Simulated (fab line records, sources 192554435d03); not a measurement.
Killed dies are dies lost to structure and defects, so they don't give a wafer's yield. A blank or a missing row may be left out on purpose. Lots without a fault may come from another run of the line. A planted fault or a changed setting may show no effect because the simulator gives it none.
fab line records | flow n5_finfet
record lots=7 wafers=17 last_day=16
route steps=1938 shown BEOL_M1@780 BEOL_M4@1111 PASSIVATION@1936
lots that met no fault: from a run of the same line without faults
start_h: hours from the record's first day to the start of the lot's first wafer shown | wait_h: hours since the lot's step before | " the same as in the row above | L1.1+2: a row that stands for several wafers | - no value, or no start given | * or withheld: withheld | < > ~ a bound
route shown NAME@n: a module of which the file shows steps, and the number in the route of the first | usual: mean/standard deviation of fault-free wafers | same: alike in all rows | chamber/n: place in a boat | sites: the reading at each site | _std_site: their standard deviation | _edge_site: outer sites' mean less inner sites' | radius_mm: how far each site lies from the wafer's centre | mask NAME#n: copy n | behind: the tool/chamber that last shaped the wafer | hold: why the lot was held/for how many hours/how that ended | device: the transistor (n, p or np) that didn't switch | end of line: the same wafers' tests at the end of the route | a step without rows: its recipe alone | killed: dies lost to structure and defects at the first sort, not the wafer's yield | map: a wafer's dies, x killed, . not, _ none there
set.NAME: the setting as run; set.NAME@STEP: as run at that earlier step | model.NAME: the simulator's own value behind a step, which no gauge read
lots at some steps of the route; a table a step, a row a wafer
services: from which hour (start_h, from the record's first day; less than 0 if before it) a tool's chamber was out of use, for how many hours, and why
## steps
# step N5_BEOL_M1_COAT_22
# recipe resist=CAR-EUV spin_rpm=1500 resist_thk_nm=30
# step N5_BEOL_M1_EBR_24
# recipe solvent=PGMEA ebr_width_mm=1.5
# step N5_BEOL_M1_SOFTBAKE_23
# recipe temp_c=110 time_s=60 resist=CAR-EUV
# step N5_BEOL_M1_EXPOSE_25
# recipe mask_id=V0 na=0.33 source_shape=quasar sigma_inner=0.2 sigma_outer=0.8 polarization=unpolarized defocus_nm=5 target_cd_nm=24 dose_mj=63
# step N5_BEOL_M1_PEB_26
# recipe peb_temp_c=100 peb_time_s=60 resist=CAR-EUV
# step N5_BEOL_M1_DEVELOP_27
# recipe develop_time_s=30 developer=TMAH resist=CAR-EUV rinse_liquid=surfactant_rinse dry=air_spin dev_temp_c=23
# step N5_BEOL_M1_CD_MEAS_28
# recipe landing_energy_ev=500 detector=se_inlens target_cd_y_nm=23.3
# usual cd_nm=24.03/0.25
# columns lot.wafer tool chamber start_h wait_h cd_nm
L387.2 cd_sem-03 0 126.72 - 24.25
L387.4 " 0 " " 24.30
L387.6 " 0 " " 23.85
L391.1 cd_sem-02 0 153.31 - 24.53
L391.4 " 0 " " 23.97
L391.5 " 0 " " 24.61
L394.3 cd_sem-02 0 171.06 - 23.87
L395.2 cd_sem-01 0 179.19 - 24.23
L396.3 cd_sem-01 0 188.14 - 24.29
L396.5 " 0 " " 24.04
L396.6 " 0 " " 24.18
L398.2 cd_sem-03 0 203.05 - 24.38
L398.3 " 0 " " 23.70
L398.5 " 0 " " 24.15
L400.1 cd_sem-03 0 214.57 - 24.09
L400.3 " 0 " " 24.13
L400.4 " 0 " " 23.62
# step N5_BEOL_M1_OVL_MEAS_29
# recipe points_per_wafer=522
# usual V0_OVL=-0.7/0.62
# same points_per_wafer=522
# columns lot.wafer tool chamber start_h wait_h V0_OVL[nm]
L387.2 overlay-02 0 126.76 0.0 -0.2
L387.4 " 0 " " 0.3
L387.6 " 0 " " -0.7
L391.1 overlay-02 0 153.34 0.0 0.0
L391.4 " 0 " " 0.1
L391.5 " 0 " " 0.6
L394.3 overlay-02 0 171.10 0.0 0.4
L395.2 overlay-02 0 179.22 0.0 -0.8
L396.3 overlay-02 0 188.18 0.0 -1.5
L396.5 " 0 " " -1.1
L396.6 " 0 " " -2.0
L398.2 overlay-02 0 203.09 0.0 -0.7
L398.3 " 0 " " -0.7
L398.5 " 0 " " -0.6
L400.1 overlay-02 0 214.60 0.0 -0.3
L400.3 " 0 " " -0.1
L400.4 " 0 " " -1.0
# step N5_BEOL_M1_INSPECT_30
# recipe mode=adi inspect_instrument=brightfield
# usual raw_defect_count=401/110
# columns lot.wafer tool chamber start_h wait_h raw_defect_count
L387.2 defect_inspect-01 - 126.81 0.0 442
L387.4 " - " " 532
L387.6 " - " " 306
L391.1 defect_inspect-01 - 153.39 0.1 397
L391.4 " - " " 364
L391.5 " - " " 371
L394.3 defect_inspect-01 - 171.15 0.0 307
L395.2 defect_inspect-02 - 179.27 0.0 338
L396.3 defect_inspect-01 - 188.23 0.0 297
L396.5 " - " " 334
L396.6 " - " " 211
L398.2 defect_inspect-02 - 203.15 0.1 460
L398.3 " - " " 587
L398.5 " - " " 572
L400.1 defect_inspect-02 - 214.66 0.1 630
L400.3 " - " " 428
L400.4 " - " " 376
# step N5_BEOL_M1_DESCUM_33
# recipe chemistry=O2 time_s=7 source_power_w=50 bias_power_w=20 pressure_mtorr=20 rf_frequency_hz=2.712e+07 temp_c=40 resist=CAR-EUV o2_flow_sccm=225
# usual drypump_motor_current_A=5.7/0.45 oes_product_au=0.75/0.068 rf_vpp_V=243.4/1.5 showerhead_plenum_p_Torr=2.11/0.081 temp_c=40.01/0.1 throttle_valve_pct=20.52/0.21
# columns lot.wafer tool chamber start_h wait_h drypump_motor_current_A oes_product_au rf_hours_counter_h rf_vpp_V showerhead_plenum_p_Torr temp_c throttle_valve_pct
L387.2 rie_diel-01 3 126.84 0.0 5.9 0.70 222 243.6 2.07 40.07 20.41
L387.4 " 2 " " 5.1 0.79 132 243.6 2.18 39.91 20.43
L387.6 " 3 " " 5.9 0.70 - 244.0 2.07 40.01 20.40
L391.1 rie_diel-04 0 154.57 1.2 5.3 0.77 160 243.3 2.19 39.91 20.56
L391.4 " 3 " " 6.0 0.70 218 243.8 2.15 40.16 20.40
L391.5 " 2 " " 5.9 0.86 - 243.5 2.15 39.88 20.37
L394.3 rie_diel-06 2 171.87 0.7 4.8 0.93 12 244.9 2.22 39.84 20.16
L395.2 rie_diel-04 0 179.31 0.0 5.3 0.76 171 245.5 2.18 40.06 20.57
L396.3 rie_diel-01 2 188.26 0.0 5.1 0.78 141 243.0 2.17 40.19 20.42
L396.5 " 3 " " 5.9 0.69 - 243.9 2.07 39.90 20.41
L396.6 " 0 " " 6.3 0.71 - 242.0 1.99 40.05 20.77
L398.2 rie_diel-06 3 203.18 0.0 6.2 0.72 238 242.2 2.08 40.13 20.73
L398.3 " 1 " " 5.5 0.78 134 240.0 1.91 40.12 20.13
L398.5 " 3 " " 6.2 0.71 - 244.1 2.08 39.92 20.72
L400.1 rie_diel-04 2 214.69 0.0 5.8 0.83 68 242.8 2.14 39.99 20.40
L400.3 " 3 " " 6.0 0.68 239 244.2 2.14 40.05 20.45
L400.4 " 1 " " 5.4 0.69 234 243.9 2.14 40.04 20.84
# step N5_BEOL_M1_ETCH_77
# recipe chemistry=N2/H2 target=underlayer target_depth_a=65 mask_material=CAR-EUV time_s=5.2 ion_energy_ev=200 pressure_mtorr=30 source_w=840 bias_w=150 n2_flow_sccm=200 h2_flow_sccm=200 ends=cleared
# usual drypump_motor_current_A=5.7/0.46 etch_rf_on_time_s=5.20/0.12 oes_product_au=0.64/0.058 rf_vpp_V=524.4/2.9 showerhead_plenum_p_Torr=2.56/0.094 throttle_valve_pct=17.93/0.23
# columns lot.wafer tool chamber start_h wait_h drypump_motor_current_A etch_rf_on_time_s oes_product_au rf_hours_counter_h rf_vpp_V showerhead_plenum_p_Torr throttle_valve_pct
L387.2 rie_diel-01 3 126.88 0.0 5.9 5.17 0.60 222 524.4 2.52 17.89
L387.4 " 2 " " 5.1 5.27 0.65 132 526.3 2.64 17.83
L387.6 " 3 " " 5.9 5.15 0.60 - 521.9 2.52 17.89
L391.1 rie_diel-04 0 154.61 0.0 5.3 5.12 0.66 160 525.5 2.63 17.81
L391.4 " 3 " " 6.0 5.21 0.60 218 523.8 2.61 17.86
L391.5 " 2 " " 5.9 5.30 0.72 - 525.7 2.57 17.52
L394.3 rie_diel-06 2 171.90 0.0 4.8 5.05 0.80 12 527.4 2.71 17.64
L395.2 rie_diel-04 0 179.34 0.0 5.3 5.20 0.64 171 528.6 2.63 17.82
L396.3 rie_diel-01 2 188.30 0.0 5.1 5.40 0.64 141 527.1 2.64 17.81
L396.5 " 3 " " 5.9 5.26 0.59 - 522.2 2.52 17.88
L396.6 " 0 " " 6.3 5.26 0.60 - 520.5 2.40 18.12
L398.2 rie_diel-06 3 203.22 0.0 6.1 4.99 0.62 238 521.9 2.49 17.98
L398.3 " 1 " " 5.5 5.17 0.64 134 519.7 2.37 17.88
L398.5 " 3 " " 6.2 5.00 0.62 - 523.6 2.49 17.97
L400.1 rie_diel-04 2 214.73 0.0 5.9 5.35 0.71 68 524.4 2.56 17.56
L400.3 " 3 " " 6.0 5.17 0.59 239 525.9 2.61 17.93
L400.4 " 1 " " 5.5 5.13 0.61 234 528.5 2.62 18.53
# step N5_BEOL_M1_ETCH_69
# recipe chemistry=CF4 target=SiARC target_depth_a=156 mask_material=CAR-EUV time_s=26 ion_energy_ev=80 pressure_mtorr=40 source_w=545 bias_w=36 Ar_flow_sccm=100 cf4_flow_sccm=100 ends=cleared
# usual drypump_motor_current_A=5.7/0.45 etch_rf_on_time_s=26.1/0.59 oes_product_au=0.64/0.059 rf_vpp_V=184.2/1.3 showerhead_plenum_p_Torr=2.16/0.077 throttle_valve_pct=15.72/0.19
# columns lot.wafer tool chamber start_h wait_h drypump_motor_current_A etch_rf_on_time_s oes_product_au rf_hours_counter_h rf_vpp_V showerhead_plenum_p_Torr throttle_valve_pct
L387.2 rie_diel-01 3 126.90 0.0 5.9 26.7 0.59 222 182.8 2.13 15.64
L387.4 " 2 " " 5.1 26.9 0.66 132 184.9 2.25 15.76
L387.6 " 3 " " 5.9 26.3 0.60 - 184.4 2.13 15.63
L391.1 rie_diel-04 0 154.62 0.0 5.3 26.4 0.65 160 184.7 2.22 15.64
L391.4 " 3 " " 6.0 26.1 0.60 218 187.0 2.21 15.74
L391.5 " 2 " " 5.9 26.3 0.74 - 183.9 2.18 15.42
L394.3 rie_diel-06 2 171.92 0.0 4.8 25.2 0.81 12 186.9 2.28 15.42
L395.2 rie_diel-04 0 179.36 0.0 5.3 26.0 0.64 171 183.5 2.22 15.67
L396.3 rie_diel-01 2 188.31 0.0 5.1 27.2 0.64 141 185.7 2.25 15.76
L396.5 " 3 " " 5.9 26.6 0.59 - 182.8 2.13 15.64
L396.6 " 0 " " 6.2 26.4 0.61 - 181.9 2.05 15.99
L398.2 rie_diel-06 3 203.23 0.0 6.2 25.4 0.61 238 184.5 2.10 15.77
L398.3 " 1 " " 5.6 26.0 0.65 134 181.0 1.99 15.49
L398.5 " 3 " " 6.2 25.3 0.62 - 182.8 2.10 15.76
L400.1 rie_diel-04 2 214.75 0.0 5.9 26.5 0.71 68 184.6 2.17 15.48
L400.3 " 3 " " 6.0 26.1 0.58 239 185.0 2.21 15.78
L400.4 " 1 " " 5.5 25.7 0.60 234 184.5 2.19 16.03
# step N5_BEOL_M1_ALD_98
# recipe material=SiO2 target_thk_a=25 temp_c=100 ald_precursor_family=BDEAS ald_co_reactant=O2-plasma pulse_time_s=1 co_reactant_pulse_time_s=1 purge_time_s=2 co_reactant_purge_time_s=2 ald_cycles=17 pressure_torr=2
# usual ald_cycles=17/0 heater_power_w=73/7.1 precursor_pulse_height_rel=0.998/0.019
# columns lot.wafer tool chamber start_h wait_h ald_cycles heater_power_w precursor_pulse_height_rel model.SiO2_of_BEOL_M1_ALD_98.thk_nm
L387.2 ald_sin-01 1 126.98 0.1 17 72 0.997 2.4
L387.4 " 1 " " 17 73 0.998 2.4
L387.6 " 3 " " 17 75 0.994 2.4
L391.1 ald_sin-02 1 154.70 0.1 17 65 1.000 2.6
L391.4 " 3 " " 17 67 0.979 2.6
L391.5 " 3 " " 17 67 0.977 2.4
L394.3 ald_sin-02 3 172.00 0.1 13 68 1.008 2
L395.2 ald_sin-02 3 182.07 2.7 13 68 1.006 2
L396.3 ald_sin-02 1 188.99 0.6 17 67 1.017 2.4
L396.5 " 0 " " 17 85 0.984 2.4
L396.6 " 3 " " 13 69 0.969 2
L398.2 ald_sin-03 1 203.32 0.1 17 87 0.958 2.6
L398.3 " 3 " " 17 79 0.970 2.6
L398.5 " 0 " " 17 74 0.982 2.6
L400.1 ald_sin-03 3 214.90 0.1 17 78 0.967 2.4
L400.3 " 2 " " 17 80 1.011 2.4
L400.4 " 1 " " 17 87 0.989 2.4
# step N5_BEOL_M1_ETCHBACK_99
# recipe chemistry=CHF3 target=SiO2 target_depth_a=50 time_s=10.4 source_w=215 bias_w=47 Ar_flow_sccm=200 CHF3_flow_sccm=12 ion_energy_ev=100 pressure_mtorr=30
# usual drypump_motor_current_A=5.7/0.43 oes_ar_750_au=0.75/0.063 oes_product_au=0.75/0.063 rf_vpp_V=242/4.1 showerhead_plenum_p_Torr=2.17/0.075 throttle_valve_pct=17.18/0.2
# columns lot.wafer tool chamber start_h wait_h drypump_motor_current_A oes_ar_750_au oes_product_au rf_hours_counter_h rf_vpp_V showerhead_plenum_p_Torr throttle_valve_pct
L387.2 rie_diel-04 3 131.58 4.6 6.0 0.70 0.70 210 238 2.22 17.10
L387.4 " 0 " " 5.3 0.77 0.76 152 249 2.25 17.17
L387.6 " 2 " " 5.9 0.87 0.87 - 233 2.18 16.82
L391.1 rie_diel-04 3 160.58 5.8 6.0 0.70 0.69 220 239 2.21 17.12
L391.4 " 0 " " 5.3 0.76 0.75 163 248 2.24 17.19
L391.5 " 0 " " 5.3 0.77 0.76 - 246 2.24 17.18
L394.3 rie_diel-01 1 182.49 10.4 6.4 0.76 0.76 161 242 2.14 17.15
L395.2 rie_diel-04 1 182.97 0.8 5.4 0.71 0.70 225 245 2.20 17.47
L396.3 rie_diel-01 2 190.35 1.3 5.1 0.76 0.77 142 240 2.27 17.27
L396.5 " 3 " " 5.9 0.69 0.69 - 248 2.14 17.10
L396.6 " 0 " " 6.2 0.70 0.70 - 239 2.05 17.40
L398.2 rie_diel-04 1 203.86 0.5 5.4 0.71 0.70 231 246 2.20 17.48
L398.3 " 0 " " 5.3 0.75 0.76 178 247 2.24 17.20
L398.5 " 1 " " 5.4 0.71 0.70 - 245 2.20 17.47
L400.1 rie_diel-01 0 215.11 0.2 6.2 0.70 0.69 202 239 2.04 17.41
L400.3 " 1 " " 6.4 0.76 0.76 170 242 2.13 17.19
L400.4 " 2 " " 5.1 0.76 0.76 149 242 2.27 17.29
# step N5_BEOL_M1_ETCH_70
# recipe chemistry=N2/H2 target=SOC target_depth_a=800 overetch_a=160 mask_material=SiARC temp_c=40 time_s=120 ion_energy_ev=200 pressure_mtorr=30 source_w=840 bias_w=150 n2_flow_sccm=200 h2_flow_sccm=200
# usual drypump_motor_current_A=5.8/0.43 oes_product_au=0.57/0.048 rf_vpp_V=524.5/2.5 showerhead_plenum_p_Torr=2.57/0.084 temp_c=40.01/0.1 throttle_valve_pct=17.91/0.27
# columns lot.wafer tool chamber start_h wait_h drypump_motor_current_A oes_product_au rf_hours_counter_h rf_vpp_V showerhead_plenum_p_Torr temp_c throttle_valve_pct
L387.2 rie_diel-04 3 131.62 0.0 6.0 0.54 210 525.5 2.62 39.93 17.81
L387.4 " 0 " " 5.3 0.59 152 527.3 2.63 39.92 17.76
L387.6 " 2 " " 5.9 0.67 - 525.0 2.57 39.81 17.48
L391.1 rie_diel-04 3 160.61 0.0 6.0 0.53 220 525.7 2.61 40.15 17.82
L391.4 " 0 " " 5.3 0.59 163 525.4 2.63 39.99 17.78
L391.5 " 0 " " 5.4 0.59 - 526.1 2.63 40.12 17.78
L394.3 rie_diel-01 1 182.52 0.0 6.4 0.58 161 524.1 2.55 40.10 18.01
L395.2 rie_diel-04 1 183.00 0.0 5.5 0.54 225 525.1 2.62 39.87 18.44
L396.3 rie_diel-01 2 190.38 0.0 5.1 0.59 142 527.7 2.64 40.09 17.79
L396.5 " 3 " " 5.9 0.53 - 523.9 2.52 39.92 17.85
L396.6 " 0 " " 6.2 0.55 - 521.4 2.40 40.19 18.09
L398.2 rie_diel-04 1 203.89 0.0 5.5 0.54 231 526.7 2.62 39.93 18.45
L398.3 " 0 " " 5.3 0.58 178 526.1 2.62 39.99 17.81
L398.5 " 1 " " 5.5 0.53 - 527.1 2.62 40.06 18.48
L400.1 rie_diel-01 0 215.15 0.0 6.2 0.54 202 518.7 2.40 39.89 18.09
L400.3 " 1 " " 6.4 0.58 171 523.9 2.54 40.07 18.05
L400.4 " 2 " " 5.1 0.58 149 526.5 2.64 40.17 17.81
# step N5_BEOL_M1_STRIP_71
# recipe chemistry=N2/H2 temp_c=40 n2_flow_sccm=200 h2_flow_sccm=200 rf_frequency_hz=6e+07
# step N5_BEOL_M1_STRIP_78
# recipe chemistry=N2/H2 temp_c=40 n2_flow_sccm=200 h2_flow_sccm=200 rf_frequency_hz=6e+07
# step N5_BEOL_M1_VIA_ETCH_34
# recipe chemistry=C4F6/O2 target_depth_a=678 mask_material=SOC pressure_mtorr=15 ion_energy_ev=250 taper_deg=4 time_s=64.4 source_w=350 bias_w=170 Ar_flow_sccm=300 C4F6_flow_sccm=10 O2_flow_sccm=10
# usual drypump_motor_current_A=5.8/0.43 oes_ar_750_au=0.75/0.062 oes_product_au=0.75/0.062 rf_vpp_V=668/11 showerhead_plenum_p_Torr=2.87/0.095 throttle_valve_pct=30.87/0.24
# columns lot.wafer tool chamber start_h wait_h drypump_motor_current_A oes_ar_750_au oes_product_au rf_hours_counter_h rf_vpp_V showerhead_plenum_p_Torr throttle_valve_pct model.BEOL_M1.cd_nm
L387.2 rie_diel-04 3 131.72 0.0 6.0 0.70 0.70 210 663 2.92 30.81 18
L387.4 " 0 " " 5.4 0.77 0.76 152 683 2.97 30.94 17.6
L387.6 " 2 " " 5.9 0.87 0.86 - 649 2.88 30.46 17.8
L391.1 rie_diel-04 3 160.71 0.0 6.0 0.69 0.70 220 662 2.92 30.82 18.2
L391.4 " 0 " " 5.3 0.77 0.76 163 683 2.96 30.95 18.2
L391.5 " 0 " " 5.3 0.76 0.75 - 683 2.96 30.95 18.6
L394.3 rie_diel-01 1 182.62 0.0 6.4 0.76 0.76 161 669 2.82 30.73 19
L395.2 rie_diel-04 1 183.10 0.0 5.5 0.72 0.71 225 678 2.91 31.07 19
L396.3 rie_diel-01 2 190.48 0.0 5.1 0.76 0.77 142 666 2.99 31.15 17.8
L396.5 " 3 " " 5.9 0.70 0.69 - 682 2.82 30.91 17.6
L396.6 " 0 " " 6.3 0.71 0.70 - 663 2.71 31.18 19.4
L398.2 rie_diel-04 1 203.99 0.0 5.4 0.71 0.71 231 677 2.91 31.08 18.2
L398.3 " 0 " " 5.3 0.75 0.75 178 683 2.95 30.96 18
L398.5 " 1 " " 5.5 0.71 0.70 - 678 2.91 31.09 18.2
L400.1 rie_diel-01 0 215.25 0.0 6.2 0.70 0.70 202 662 2.70 31.19 18.2
L400.3 " 1 " " 6.4 0.75 0.75 171 669 2.82 30.75 18
L400.4 " 2 " " 5.1 0.76 0.75 149 666 2.99 31.16 18
# step N5_BEOL_M1_STRIP_83
# recipe chemistry=C4F6/O2 resist=SiARC rf_frequency_hz=6e+07
# step N5_BEOL_M4_RC_MEAS_101
# usual DIBL_N=35.9/1.8 DIBL_P=36.2/2 IOFF_N=0.16/0.031 IOFF_P=0.22/0.041 ION_N=676/11 ION_P=465/8.5 SS_N=71.4/0.64 SS_P=73.2/0.7 VT_N=250/3.5 VT_P=-250/3.9
# columns lot.wafer tool chamber start_h wait_h DIBL_N[mV/V] DIBL_P[mV/V] IOFF_N[nA/um] IOFF_P[nA/um] ION_N[uA/um] ION_P[uA/um] SS_N[mV/dec] SS_P[mV/dec] VT_N[mV] VT_P[mV]
L387.2 prober-02 0 172.51 0.2 35.8 37.0 0.15 0.20 674 457 71.0 73.6 250 -251
L387.4 " 0 " " 35.8 37.4 0.16 0.22 690 477 71.3 72.8 251 -252
L387.6 " 0 " " 37.2 39.3 0.17 0.23 669 463 72.1 73.7 250 -249
L391.1 prober-02 0 214.72 0.0 33.6 33.3 0.11 0.15 660 449 70.8 72.5 256 -255
L391.4 " 0 " " 36.3 36.2 0.16 0.19 682 464 72.5 74.1 248 -255
L391.5 " 0 " " 35.6 34.8 0.15 0.18 665 453 71.9 72.7 248 -257
L395.2 prober-01 0 218.82 0.2 37.9 38.2 0.19 0.27 689 470 72.1 73.4 246 -243
L394.3 prober-01 0 231.77 0.3 35.7 37.8 0.17 0.23 681 467 72.0 73.2 251 -249
L396.3 prober-01 0 238.61 0.3 38.1 39.1 0.19 0.25 696 480 72.8 73.9 247 -248
L396.5 " 0 " " 37.9 38.7 0.17 0.24 683 469 71.5 73.7 247 -252
L396.6 " 0 " " 37.4 37.7 0.16 0.22 686 466 72.1 73.1 248 -247
L398.2 prober-02 0 243.96 0.2 36.5 37.8 0.20 0.26 692 469 71.7 73.9 247 -246
L398.3 " 0 " " 35.1 36.4 0.16 0.23 681 473 71.8 74.0 252 -246
L398.5 " 0 " " 34.5 35.5 0.15 0.21 673 468 71.6 74.1 250 -248
L400.1 prober-01 0 257.21 0.0 36.1 36.0 0.19 0.23 679 468 71.4 73.5 246 -247
L400.3 " 0 " " 34.1 33.3 0.14 0.19 678 468 71.0 72.1 251 -250
L400.4 " 0 " " 34.7 35.0 0.16 0.23 666 464 70.6 72.8 248 -248
# step N5_PASSIVATION_PROBE_49
# usual defect_limited_yield=91.3/1.3 killed_at_M0_to_M3=35/9.3 killed_at_M4_up=14/5.2 killed_at_contacts=12/5.9 killed_at_front_end=38/11 killed_at_other=4/3.7 killed_dies=103/15 killed_open=67/12 killed_short=34/8 sort_bin_5_function=5.1/0.88 sort_bin_6_memory=3.3/0.65 sort_n_pass=1077/15 sort_yield_pct=91.3/1.3
# same gross_dies=1180 killed_at_back_side=0 sort_bin_4_leakage[%]=0 sort_bin_8_speed[%]=0
# columns lot.wafer tool chamber start_h wait_h defect_limited_yield[%] killed_at_M0_to_M3 killed_at_M4_up killed_at_contacts killed_at_front_end killed_at_other killed_dies killed_open killed_short sort_bin_5_function[%] sort_bin_6_memory[%] sort_n_pass sort_yield_pct[%]
L396.6 prober-02 - 348.35 0.3 90.6 26 8 20 45 12 111 65 44 4.6 4.7 1069 90.6
L398.2 prober-01 - 356.01 0.1 90.8 48 14 14 29 4 109 73 36 5.3 3.5 1071 90.8
# killed by level:class
L396.6 MOL_CONTACT_COAG:geometric_particle:open=16 FIN_SAQP:geometric_particle:short=10 FIN_SAQP:geometric_particle:open=8 STI_FIN_REVEAL:geometric_particle:open=8 BEOL_M3:geometric_particle:open=7 BEOL_M0_SAQP:geometric_particle:short=6 MIM_TOP_ETCH:geometric_particle:short=6 GATE_CUT:geometric_particle:short=5
L398.2 MOL_CONTACT_COAG:geometric_particle:open=12 BEOL_M0_SAQP:geometric_particle:open=11 BEOL_M2:geometric_particle:open=11 BEOL_M0_SAQP:geometric_particle:short=8 FIN_SAQP:geometric_particle:short=7 DUMMY_GATE:geometric_particle:open=7 BEOL_M3:geometric_particle:open=6 FIN_SAQP:geometric_particle:open=5
## services
# columns tool chamber start_h hours kind
ald_sin-01 0 103.30 121.1 repair
rie_diel-01 0 107.52 8.7 repair
rie_diel-06 2 130.38 - clean
rie_diel-06 2 130.38 - consumable_replace:focus_ring
rie_diel-06 2 130.38 - consumable_replace:showerhead
rie_diel-06 2 130.38 17.2 scheduled_down
rie_diel-06 2 130.38 17.2 vent_cycle
rie_diel-01 - 142.97 28.1 pm
rie_diel-06 - 151.78 0.2 repair
ald_sin-01 1 168.50 92.3 repair
ald_sin-03 - 178.17 14.0 pm
ald_sin-03 0 178.17 14.0 vent_cycle
ald_sin-03 1 178.17 14.0 vent_cycle
ald_sin-03 2 178.17 14.0 vent_cycle
ald_sin-03 3 178.17 14.0 vent_cycle
ald_sin-03 0 192.17 - clean
ald_sin-03 1 192.17 - clean
ald_sin-03 2 192.17 - clean
ald_sin-03 3 192.17 - clean
## key
first_sign step=N5_BEOL_M1_ALD_98 reading=ald_cycles direction=down sigmas=99+ usual=* struck=*
effect none on later readings
model_effect step=N5_BEOL_M1_ALD_98 value=SiO2_of_BEOL_M1_ALD_98.thk_nm without=2.467 struck=2
model_effect step=N5_BEOL_M1_VIA_ETCH_34 value=BEOL_M1.cd_nm without=18 struck=19.13
met_at N5_BEOL_M1_ALD_98
struck_wafers L394.3,L395.2,L396.6
rows_end L394.3,L395.2
onset_between 154.70 172.00
fault kind=process_parameter_drift tool=ald_sin-02 chamber=3 onset_h=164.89 steps=N5_BEOL_M1_ALD_98 channel=ald_cycles offset=* shape=step acts_in=* stated=*
# rows_end: these wafers met a further fault down the route, and their rows from its step on are left out
